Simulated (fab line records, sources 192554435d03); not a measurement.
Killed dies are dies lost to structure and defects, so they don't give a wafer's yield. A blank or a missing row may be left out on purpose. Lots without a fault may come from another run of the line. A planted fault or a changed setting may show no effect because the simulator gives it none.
A struck lot beside a sound one | flow n5_finfet | 14 steps out of a route of 1938
Sound: wafers L787.2, L787.3, L787.6. Struck: wafer L799.2. (L799.3, L799.4 of the same lot were not struck and are left out.) The cause comes at the end.
At each step with rows: each side's tool, then ch and its chambers, then its first start. Under that, the readings that differ: sound wafers | struck wafers | difference of the means | sigmas: that difference in standard deviations of wafers without a fault.
alike: readings whose means differ by less than 2 such deviations, and words and numbers that are the same on both sides. not compared: withheld readings, readings that some wafer has no value for, bounds like >300 that may hide the same value, and numbers for which the record gives no deviation and whose values overlap.
The two part at a step that has a row with sigmas, a row that says differs or no value, or rows on one side only. Numbers that don't overlap but have no deviation are shown without sigmas and don't part them. A reading that every wafer of one side lacks parts them only if that side has two wafers or more.

first, 7 steps without rows for these wafers: N5_BEOL_M12_COAT_22 (resist thk 300 nm); N5_BEOL_M12_EBR_24; N5_BEOL_M12_SOFTBAKE_23 (time 60 s); N5_BEOL_M12_EXPOSE_25 (exposes mask M12); N5_BEOL_M12_PEB_26 (peb time 90 s); N5_BEOL_M12_DEVELOP_27 (develop time 45 s); N5_BEOL_M12_HARDBAKE_32 (time 120 s).
N5_BEOL_M12_CD_MEAS_28: target cd 160.2 nm.
  sound on cd_sem-01 ch 0, day 10 15:33; struck on cd_sem-03 ch 0, day 13 19:25
  alike: cd_nm
N5_BEOL_M12_OVL_MEAS_29:
  sound on overlay-02 ch 0, day 10 15:35; struck on overlay-01 ch 0, day 13 19:26
  alike: M12_OVL
N5_BEOL_M12_INSPECT_30: inspects for defects (macro).
  sound on defect_inspect-01, day 10 15:36; struck on defect_inspect-01, day 13 19:28
  alike: raw_defect_count
N5_BEOL_M12_DESCUM_33: chemistry O2, time 7.9 s.
  sound on rie_diel-05 ch 0,1,3, day 10 15:45; struck on rie_diel-05 ch 0, day 13 19:32
  alike: drypump_motor_current_A, oes_product_au, rf_vpp_V, showerhead_plenum_p_Torr, throttle_valve_pct
  not compared: rf_hours_counter_h
N5_BEOL_M12_ETCH_67: etches SiARC in CF4, target depth 143 nm, time 238.3 s.
  sound on rie_diel-05 ch 0,1,3, day 10 15:47; struck on rie_diel-05 ch 0, day 13 19:35
  alike: drypump_motor_current_A, etch_rf_on_time_s, oes_product_au, rf_vpp_V, showerhead_plenum_p_Torr, throttle_valve_pct
  not compared: rf_hours_counter_h
N5_BEOL_M12_ETCH_68: etches SOC in N2/H2, time 285 s.
  sound on rie_diel-05 ch 0,1,3, day 10 15:56; struck on rie_diel-05 ch 0, day 13 19:43
  reading                                     | sound             | struck | difference | sigmas
  h2_flow_sccm (sccm)                         | 200.2 199.4 200.1 | 201.4  | +1.5       | +2
  model.SiARC_of_BEOL_M12_COAT_66.thk_nm (nm) | 86.2 85.6 86      | 83.6   | -2.3       |
  alike: drypump_motor_current_A, oes_product_au, rf_vpp_V, showerhead_plenum_p_Torr, throttle_valve_pct
  not compared: rf_hours_counter_h
then, 1 step without rows for these wafers: N5_BEOL_M12_STRIP_69 (strips in N2/H2).

WHERE THEY PART
Only at N5_BEOL_M12_ETCH_68, within this record.

WHY: what the simulator had put in
Process parameter drift: rie_diel-05, from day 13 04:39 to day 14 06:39, at N5_BEOL_M12_ETCH_68. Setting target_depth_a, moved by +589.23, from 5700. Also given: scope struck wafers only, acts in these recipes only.
